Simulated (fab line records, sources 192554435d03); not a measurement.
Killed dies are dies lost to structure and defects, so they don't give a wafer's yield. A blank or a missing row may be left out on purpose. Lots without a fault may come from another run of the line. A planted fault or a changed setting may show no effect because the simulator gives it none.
fab line records | flow n5_finfet
record lots=7 wafers=39
route steps=1938 shown WELL_APT@33 FIN_SAQP@102 SD_EPI_N@293 SD_EPI_P@314 HKMG_FIN@413
start_h: hours from the record's first day to the start of the lot's first wafer shown | wait_h: hours since the lot's step before | " the same as in the row above | L1.1+2: a row that stands for several wafers | - no value, or no start given | * or withheld: withheld | < > ~ a bound
route shown NAME@n: a module of which the file shows steps, and the number in the route of the first | usual: mean/standard deviation of fault-free wafers | same: alike in all rows | chamber/n: place in a boat | sites: the reading at each site | _std_site: their standard deviation | _edge_site: outer sites' mean less inner sites' | radius_mm: how far each site lies from the wafer's centre | mask NAME#n: copy n | behind: the tool/chamber that last shaped the wafer | hold: why the lot was held/for how many hours/how that ended | device: the transistor (n, p or np) that didn't switch | end of line: the same wafers' tests at the end of the route | a step without rows: its recipe alone | killed: dies lost to structure and defects at the first sort, not the wafer's yield | map: a wafer's dies, x killed, . not, _ none there
set.NAME: the setting as run; set.NAME@STEP: as run at that earlier step | model.NAME: the simulator's own value behind a step, which no gauge read
lots whose settings were changed on purpose; a table a step, a row a wafer
## steps
# step N5_WELL_APT_IMPLANT_15
# recipe species=As energy_kev=25 dose_cm2=1.5e+13 tilt_deg=0 rotation_deg=0
# columns lot.wafer tool chamber start_h wait_h set.energy_kev model.implant.rp_nm model.implant.drp_nm
L083.1+3+5 implanter-01 0 68.76 0.1 25 18.18 8.457
L083.2+4+6 " 0 " " 23.96 17.61 8.207
L084.1+2+3+4+5+6 implanter-02 0 74.45 0.1 25 19.06 8.457
L087.1+2+6 implanter-01 0 92.05 0.1 21.95 17.56 7.717
L087.3+4+5 " 0 " " 25 19.34 8.457
L088.1+2+3+4+5+6 implanter-01 0 98.18 0.1 25 18.83 8.457
L089.1+2+3+4+5+6 implanter-01 0 104.00 0.1 25 18.41 8.457
L095.1+2+4 implanter-01 0 140.65 0.1 25 18.17 8.457
L095.3+5+6 " 0 " " 23.52 17.37 8.101
L097.1+3+6 implanter-02 0 152.18 0.1 25 18.56 8.457
# step N5_FIN_SAQP_HM_DEP_72
# recipe material=SiO2 target_thk_a=120 temp_c=400 precursor=SiH4/N2O pressure_torr=0.75 rf_w=275 time_s=7.2
# columns lot.wafer tool chamber start_h wait_h set.time_s model.SiO2_of_FIN_SAQP_HM_DEP_72.thk_nm
L083.1 pecvd-01 2 76.95 0.0 7.2 11.77
L083.2 " 1 " " 7.2 11.76
L083.3 " 0 " " 7.2 11.93
L083.4 " 2 " " 7.2 12.2
L083.5 " 0 " " 7.2 12.33
L083.6 " 1 " " 7.2 12.15
L084.1 pecvd-03 1 82.17 0.0 7.2 11.99
L084.2 " 0 " " 7.2 11.66
L084.3 " 2 " " 7.2 12.21
L084.4+5 " 1,0 " " 7.2 12.16
L084.6 " 2 " " 7.2 12.3
L087.1 pecvd-03 1 100.41 0.0 7.2 12.17
L087.2 " 2 " " 6.228 10.57
L087.3 " 0 " " 7.2 12.05
L087.4 " 0 " " 6.228 10.46
L087.5 " 2 " " 6.228 10.78
L087.6 " 1 " " 7.2 12.24
L088.1 pecvd-01 1 104.99 0.0 7.2 11.91
L088.2 " 2 " " 7.507 12.6
L088.3 " 0 " " 7.507 12.8
L088.4 " 2 " " 7.2 12.22
L088.5 " 1 " " 7.507 12.77
L088.6 " 0 " " 7.2 12.46
L089.1 pecvd-03 0 110.63 0.0 7.2 11.68
L089.2 " 1 " " 6.846 11.28
L089.3 " 2 " " 6.846 11.48
L089.4 " 2 " " 7.2 12.14
L089.5 " 0 " " 7.2 11.89
L089.6 " 1 " " 6.846 11.51
L095.1+3 pecvd-01 0,2 147.65 0.0 8.313 13.81
L095.2 " 1 " " 7.2 11.87
L095.4 " 1 " " 8.313 13.83
L095.5 " 2 " " 7.2 12.16
L095.6 " 0 " " 7.2 12.31
L097.1 pecvd-03 2 159.75 0.0 7.2 12.14
L097.3 " 0 " " 7.2 11.63
L097.6 " 2 " " 7.2 12.39
# step N5_FIN_SAQP_COAT_49
# recipe resist=SOC temp_c=250 time_s=60 spin_rpm=1500 resist_thk_nm=100
# step N5_FIN_SAQP_COAT_50
# recipe resist=SiARC temp_c=220 time_s=60 spin_rpm=1500 resist_thk_nm=35
# step N5_FIN_SAQP_ETCH_52
# recipe chemistry=N2/H2 target=SOC target_depth_a=1000 overetch_a=200 mask_material=SiARC temp_c=40 time_s=150 ion_energy_ev=200 pressure_mtorr=30 source_w=840 bias_w=150 n2_flow_sccm=200 h2_flow_sccm=200 ends=end_point
# step N5_FIN_SAQP_STRIP_53
# recipe chemistry=N2/H2 temp_c=40 n2_flow_sccm=200 h2_flow_sccm=200 rf_frequency_hz=6e+07
# step N5_FIN_SAQP_HM_OPEN_73
# recipe chemistry=CHF3/O2 target=SiO2 stop_on=a-Si target_depth_a=120 over_etch_frac=1.8 mask_material=SOC time_s=16.8 pressure_mtorr=30 source_w=650 bias_w=170 Ar_flow_sccm=200 CHF3_flow_sccm=50 O2_flow_sccm=5 ion_energy_ev=200 ends=end_point
# columns lot.wafer tool chamber start_h wait_h set.time_s@FIN_SAQP_HM_DEP_72 model.etch.depth_nm
L083.1 rie_diel-04 3 78.18 0.0 7.2 11.77
L083.2 " 1 " " 7.2 11.76
L083.3 " 0 " " 7.2 11.93
L083.4 " 2 " " 7.2 12.2
L083.5 " 3 " " 7.2 12.33
L083.6 " 2 " " 7.2 12.15
L084.1 rie_diel-04 1 82.92 0.0 7.2 11.99
L084.2 " 3 " " 7.2 11.66
L084.3 " 0 " " 7.2 12.21
L084.4+5 " 2,3 " " 7.2 12.16
L084.6 " 2 " " 7.2 12.3
L087.1 rie_diel-03 3 101.16 0.0 7.2 12.17
L087.2 " 1 " " 6.228 10.57
L087.3 " 0 " " 7.2 12.05
L087.4 " 1 " " 6.228 10.46
L087.5 " 3 " " 6.228 10.78
L087.6 " 0 " " 7.2 12.24
L088.1 rie_diel-03 0 105.73 0.0 7.2 11.91
L088.2 " 1 " " 7.507 12.6
L088.3 " 3 " " 7.507 12.8
L088.4 " 0 " " 7.2 12.22
L088.5 " 3 " " 7.507 12.77
L088.6 " 1 " " 7.2 12.46
L089.1 rie_diel-04 0 111.37 0.0 7.2 11.68
L089.2 " 2 " " 6.846 11.28
L089.3 " 3 " " 6.846 11.48
L089.4 " 1 " " 7.2 12.14
L089.5 " 3 " " 7.2 11.89
L089.6 " 2 " " 6.846 11.51
L095.1+3 rie_diel-01 0,2 148.55 0.0 8.313 13.81
L095.2 " 3 " " 7.2 11.87
L095.4 " 1 " " 8.313 13.83
L095.5 " 3 " " 7.2 12.16
L095.6 " 0 " " 7.2 12.31
L097.1 rie_diel-03 3 160.61 0.0 7.2 12.14
L097.3 " 2 " " 7.2 11.63
L097.6 " 3 " " 7.2 12.39
# step N5_FIN_SAQP_SPACER1_ALD_24
# recipe material=SiO2 target_thk_a=203 temp_c=300 ald_precursor_family=BDEAS ald_co_reactant=O2-plasma pulse_time_s=1 purge_time_s=2 co_reactant_purge_time_s=2 ald_cycles=218 pressure_torr=2
# columns lot.wafer tool chamber start_h wait_h set.ald_cycles model.SiO2_of_FIN_SAQP_SPACER1_ALD_24.thk_nm
L083.1+3+4+6 ald_sin-01 1,0,2,1 80.77 1.9 218 20.2
L083.2+5 " 3,0 " " 218 20.4
L084.1 ald_sin-01 3 83.98 0.4 236 22
L084.2 " 1 " " 218 20.2
L084.3+6 " 2,3 " " 218 20.4
L084.4+5 " 0,2 " " 236 21.8
L087.1+5+6 ald_sin-01 3,0,1 102.21 0.3 218 20.2
L087.2+3+4 " 2,1,0 " " 196 18.2
L088.1+6 ald_sin-04 2,1 106.62 0.3 218 20.4
L088.2+3+4+5 " 1,0,3,0 " " 218 20.2
L089.1+3+4 ald_sin-04 2,3,0 112.28 0.3 241 22.4
L089.2+5 " 1,0 " " 218 20.2
L089.6 " 1 " " 218 20.4
L095.1 ald_sin-04 2 149.59 0.3 254 23.8
L095.2+5 " 1,0 " " 254 23.6
L095.3+4 " 3,0 " " 218 20.2
L095.6 " 1 " " 218 20
L097.1 ald_sin-01 3 161.49 0.3 218 20.2
L097.3+6 " 2,3 " " 218 20.4
# step N5_FIN_SAQP_SPACER1_ETCHBACK_25
# recipe chemistry=CHF3/O2 mode=anisotropic_etchback target=SiO2 target_depth_a=244 time_s=12.2 pressure_mtorr=30 source_w=650 bias_w=170 Ar_flow_sccm=200 CHF3_flow_sccm=50 O2_flow_sccm=5 ion_energy_ev=200
# step N5_FIN_SAQP_MANDREL1_REMOVE_56
# recipe chemistry=HBr/Cl2/O2 bt_time_s=10 target=a-Si stop_on=SiNx endpoint=OES-SiCl over_etch_frac=1 icp_w=600 bias_w=22 HBr_flow_sccm=150 Cl2_flow_sccm=80 O2_flow_sccm=5 pressure_mtorr=10
# columns lot.wafer tool chamber start_h wait_h set.ald_cycles@FIN_SAQP_SPACER1_ALD_24 model.FIN_SAQP.cd_nm
L083.1+2+3+4+6 rie_si-06 0,1,3,2,1 81.58 0.1 218 20.4
L083.5 " 0 " " 218 20.6
L084.1+4+5 rie_si-02 3,2,0 84.78 0.1 236 21.8
L084.2+3 " 1,0 " " 218 20.4
L084.6 " 3 " " 218 20.2
L087.1+5 rie_si-06 2 103.01 0.1 218 20.2
L087.2+4 " 1,3 " " 196 18.4
L087.3 " 3 " " 196 18.2
L087.6 " 1 " " 218 20.4
L088.1 rie_si-02 2 107.59 0.1 218 20.4
L088.2+3+4+5+6 " 3,1,0,2,3 " " 218 20.2
L089.1 rie_si-05 3 113.08 0.1 241 22.6
L089.2 " 1 " " 218 20.2
L089.3+4 " 0,1 " " 241 22.4
L089.5+6 " 0,3 " " 218 20.4
L095.1+2+5 rie_si-06 2,3,2 150.52 0.1 254 23.6
L095.3+4 " 1 " " 218 20.2
L095.6 " 3 " " 218 20
L097.1+3+6 rie_si-02 2,3,3 162.36 0.1 218 20.2
# step N5_FIN_SAQP_CD_MEAS_27
# recipe target_cd_nm=20 landing_energy_ev=1000 detector=se_inlens polarity=line
# usual cd_nm=20.29/0.26
# columns lot.wafer tool chamber start_h wait_h set.ald_cycles@FIN_SAQP_SPACER1_ALD_24 cd_nm
L083.1 cd_sem-01 0 81.69 0.1 218 20.69
L083.2 " 0 " " 218 20.88
L083.3 " 0 " " 218 20.62
L083.4 " 0 " " 218 20.38
L083.5 " 0 " " 218 21.10
L083.6 " 0 " " 218 20.49
L084.1 cd_sem-03 0 84.89 0.1 236 21.75
L084.2 " 0 " " 218 20.40
L084.3 " 0 " " 218 20.33
L084.4 " 0 " " 236 21.71
L084.5 " 0 " " 236 22.06
L084.6 " 0 " " 218 20.16
L087.1 cd_sem-01 0 103.12 0.1 218 19.66
L087.2 " 0 " " 196 17.93
L087.3 " 0 " " 196 18.31
L087.4 " 0 " " 196 17.98
L087.5 " 0 " " 218 20.05
L087.6 " 0 " " 218 20.12
L088.1 cd_sem-03 0 107.70 0.1 218 20.19
L088.2 " 0 " " 218 19.92
L088.3 " 0 " " 218 20.28
L088.4 " 0 " " 218 20.53
L088.5 " 0 " " 218 20.44
L088.6 " 0 " " 218 20.17
L089.1 cd_sem-02 0 113.19 0.1 241 22.47
L089.2 " 0 " " 218 19.94
L089.3 " 0 " " 241 22.25
L089.4 " 0 " " 241 22.12
L089.5 " 0 " " 218 20.66
L089.6 " 0 " " 218 20.21
L095.1 cd_sem-03 0 150.63 0.1 254 23.96
L095.2 " 0 " " 254 23.63
L095.3 " 0 " " 218 20.27
L095.4 " 0 " " 218 20.25
L095.5 " 0 " " 254 23.84
L095.6 " 0 " " 218 19.78
L097.1 cd_sem-01 0 162.47 0.1 218 20.37
L097.3 " 0 " " 218 20.38
L097.6 " 0 " " 218 20.00
# step N5_SD_EPI_N_LINER_46
# recipe material=SiNx target_thk_a=30 temp_c=400 ald_precursor_family=SiH2I2 ald_co_reactant=N2/H2-plasma pressure_torr=2
# columns lot.wafer tool chamber start_h wait_h set.target_thk_a model.SiNx_of_SD_EPI_N_LINER_46.thk_nm
L083.1+3+6 ald_sin-01 0,3,0 110.26 0.2 30 3
L083.2+4+5 " 2,1,1 " " 27.53 2.8
L084.1+3+4 ald_sin-04 2,1,0 114.52 0.4 32.18 3.2
L084.2+5+6 " 3,1,2 " " 30 3
L087.1+3+5 ald_sin-04 0,1,3 130.99 0.2 34.38 3.4
L087.2+4+6 " 3,2,2 " " 30 3
L088.1+2+3+4+5+6 ald_sin-01 2,1,3,0,0,3 137.17 0.6 30 3
L089.1+2+4 ald_sin-03 1,3,2 143.40 0.2 30 3
L089.3+5+6 " 0,3,2 " " 26.7 2.6
L095.1+3+5 ald_sin-04 0,1,2 178.35 0.2 26.11 2.6
L095.2+4+6 " 2,3,3 " " 30 3
L097.1+3+6 ald_sin-03 3,1,3 190.40 0.4 30 3
# step N5_SD_EPI_P_SD_RECESS_17
# recipe chemistry=HBr/Cl2/O2 target_depth_a=391 bt_time_s=3 pressure_mtorr=10 icp_w=800 bias_w=112 HBr_flow_sccm=150 Cl2_flow_sccm=80 O2_flow_sccm=12
# columns lot.wafer tool chamber start_h wait_h set.target_depth_a model.SD_EPI_P.feature_depth_nm model.etch.depth_nm
L083.1 rie_si-04 1 111.56 0.0 391 39 39.07
L083.2 " 3 " " 363.3 36 35.99
L083.3 " 0 " " 363.3 36 36.1
L083.4 " 2 " " 391 39.4 39.36
L083.5 " 3 " " 363.3 36 35.94
L083.6 " 2 " " 391 39.2 39.27
L084.1 rie_si-03 1 115.94 0.0 391 38.4 38.35
L084.2 " 0 " " 391 38.2 38.24
L084.3 " 3 " " 410.8 40 40.09
L084.4 " 2 " " 410.8 43 42.94
L084.5 " 1 " " 391 38.6 38.69
L084.6 " 0 " " 410.8 40.4 40.3
L087.1 rie_si-03 1 132.41 0.0 391 39.2 39.2
L087.2+6 " 3,0 " " 391 38.6 38.68
L087.3 " 0 " " 391 38.8 38.86
L087.4 " 2 " " 391 40.8 40.89
L087.5 " 3 " " 391 38.4 38.46
L088.1 rie_si-03 0 138.60 0.0 380.9 37.4 37.46
L088.2 " 1 " " 391 38.8 38.71
L088.3 " 2 " " 391 40.4 40.4
L088.4 " 3 " " 380.9 37.2 37.17
L088.5 " 1 " " 380.9 37.8 37.87
L088.6 " 0 " " 391 38.4 38.5
L089.1 rie_si-01 1 144.70 0.0 391 38.8 38.79
L089.2 " 0 " " 391 39.2 39.26
L089.3 " 3 " " 391 39.2 39.21
L089.4 " 2 " " 391 39.6 39.66
L089.5 " 2 " " 391 39.6 39.5
L089.6 " 3 " " 391 39.2 39.2
L095.1 rie_si-01 0 179.78 0.0 391 39.4 39.39
L095.2 " 1 " " 391 38.6 38.65
L095.3 " 2 " " 391 39.6 39.59
L095.4 " 3 " " 354.4 35.6 35.64
L095.5 " 3 " " 354.4 35.6 35.65
L095.6 " 0 " " 354.4 35.6 35.52
L097.1 rie_si-04 3 192.08 0.0 391 39 39.03
L097.3 " 0 " " 391 39.2 39.11
L097.6 " 2 " " 391 39.4 39.33
# step N5_HKMG_FIN_CVD_62
# recipe material=a-Si target_thk_a=30 temp_c=500 precursor=Si2H6 pressure_torr=1 time_s=20.8
# columns lot.wafer tool chamber start_h wait_h set.temp_c model.a-Si_of_HKMG_FIN_CVD_62.thk_nm
L083.1+2+5+6 thermal_cvd_si-01 1,2,2,1 129.30 0.2 500 3
L083.3+4 " 0 " " 500 2.8
L084.1 thermal_cvd_si-02 0 134.96 0.2 500 3
L084.2+4 " 2 " " 500 2.8
L084.3+5 " 1 " " 482.1 1.6
L084.6 " 0 " " 482.1 1.8
L087.1 thermal_cvd_si-01 0 151.37 0.2 521.7 5.2
L087.2+5+6 " 1,2,1 " " 500 3
L087.3 " 2 " " 521.7 5.6
L087.4 " 0 " " 521.7 5.4
L088.1+2 thermal_cvd_si-02 2,1 157.43 0.2 487.8 2
L088.3+4 " 0,1 " " 500 2.8
L088.5 " 0 " " 500 3
L088.6 " 2 " " 487.8 1.8
L089.1+3+4+5+6 thermal_cvd_si-01 0,1,1,2,0 164.42 0.2 500 3
L089.2 " 2 " " 500 3.2
L095.1+4 thermal_cvd_si-01 1 199.18 0.2 478.4 1.6
L095.2 " 2 " " 500 3.2
L095.3 " 0 " " 500 3
L095.5 " 2 " " 478.4 1.8
L095.6 " 0 " " 500 2.8
L097.1 thermal_cvd_si-01 2 210.25 0.2 500 3.2
L097.3+6 " 0,1 " " 500 2.8
# step N5_HKMG_FIN_ETCH_31
# recipe chemistry=CF4 target=SiARC target_depth_a=455 mask_material=CAR-ArF time_s=75.8 ion_energy_ev=80 pressure_mtorr=40 source_w=545 bias_w=36 Ar_flow_sccm=100 cf4_flow_sccm=100 ends=cleared
# usual rf_vpp_V=183.8/1.2
# columns lot.wafer tool chamber start_h wait_h set.bias_w rf_vpp_V
L083.1 rie_diel-03 2 131.37 0.0 36 185.9
L083.2 " 1 " " 36 184.6
L083.3 " 3 " " 36 183.7
L083.4 " 3 " " 36 184.1
L083.5 " 1 " " 36 184.5
L083.6 " 2 " " 36 185.6
L084.1 rie_diel-01 1 136.64 0.0 36 183.6
L084.2 " 3 " " 36 183.7
L084.3 " 2 " " 36 182.5
L084.4 " 3 " " 36 184.2
L084.5 " 2 " " 36 181.9
L084.6 " 1 " " 36 182.5
L087.1 rie_diel-04 3 153.18 0.0 36 184.9
L087.2 " 1 " " 36 182.9
L087.3 " 0 " " 36 183.9
L087.4 " 2 " " 31.05 166.4
L087.5 " 2 " " 31.05 166.6
L087.6 " 1 " " 31.05 165.6
L088.1 rie_diel-01 0 159.11 0.0 36 184.8
L088.2 " 1 " " 31.11 167.6
L088.3 " 3 " " 36 184.7
L088.4 " 2 " " 31.11 165.9
L088.5 " 0 " " 36 184.8
L088.6 " 3 " " 31.11 165.9
L089.1 rie_diel-03 3 166.29 0.0 36 183.9
L089.2 " 1 " " 41.56 202.5
L089.3 " 2 " " 36 185.1
L089.4 " 0 " " 41.56 202.5
L089.5 " 3 " " 41.56 201.7
L089.6 " 0 " " 36 184.6
L095.1 rie_diel-04 0 200.86 0.0 37.93 189.2
L095.2 " 1 " " 37.93 188.3
L095.3 " 3 " " 36 183.4
L095.4 " 2 " " 36 185.0
L095.5 " 3 " " 36 184.5
L095.6 " 0 " " 37.93 189.4
L097.1 rie_diel-03 0 212.62 0.0 36 184.6
L097.3 " 2 " " 36 187.2
L097.6 " 0 " " 36 184.6
## key
split step=N5_WELL_APT_IMPLANT_15 setting=energy_kev stated=25 by=wafer
response step=N5_WELL_APT_IMPLANT_15 reading=model.implant.rp_nm change=+0.143 per=1% r=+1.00
response step=N5_WELL_APT_IMPLANT_15 reading=model.implant.drp_nm change=+0.0605 per=1% r=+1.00
split step=N5_FIN_SAQP_HM_DEP_72 setting=time_s stated=7.2 by=wafer
response step=N5_FIN_SAQP_HM_DEP_72 reading=model.SiO2_of_FIN_SAQP_HM_DEP_72.thk_nm change=+0.112 per=1% r=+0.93
response step=N5_FIN_SAQP_HM_OPEN_73 reading=model.etch.depth_nm change=+0.112 per=1% r=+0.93
split step=N5_FIN_SAQP_SPACER1_ALD_24 setting=ald_cycles stated=218 by=wafer
response step=N5_FIN_SAQP_SPACER1_ALD_24 reading=model.SiO2_of_FIN_SAQP_SPACER1_ALD_24.thk_nm change=+0.205 per=1% r=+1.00
response step=N5_FIN_SAQP_MANDREL1_REMOVE_56 reading=model.FIN_SAQP.cd_nm change=+0.201 per=1% r=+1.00
response step=N5_FIN_SAQP_CD_MEAS_27 reading=cd_nm change=+0.206 per=1% r=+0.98
split step=N5_SD_EPI_N_LINER_46 setting=target_thk_a stated=30 by=wafer
response step=N5_SD_EPI_N_LINER_46 reading=model.SiNx_of_SD_EPI_N_LINER_46.thk_nm change=+0.0297 per=1% r=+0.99
split step=N5_SD_EPI_P_SD_RECESS_17 setting=target_depth_a stated=391 by=wafer
response step=N5_SD_EPI_P_SD_RECESS_17 reading=model.SD_EPI_P.feature_depth_nm change=+0.439 per=1% r=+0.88
response step=N5_SD_EPI_P_SD_RECESS_17 reading=model.etch.depth_nm change=+0.439 per=1% r=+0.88
split step=N5_HKMG_FIN_CVD_62 setting=temp_c stated=500 by=wafer
response step=N5_HKMG_FIN_CVD_62 reading=model.a-Si_of_HKMG_FIN_CVD_62.thk_nm change=+0.404 per=1% r=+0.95
split step=N5_HKMG_FIN_ETCH_31 setting=bias_w stated=36 by=wafer
response step=N5_HKMG_FIN_ETCH_31 reading=rf_vpp_V change=+1.23 per=1% r=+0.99
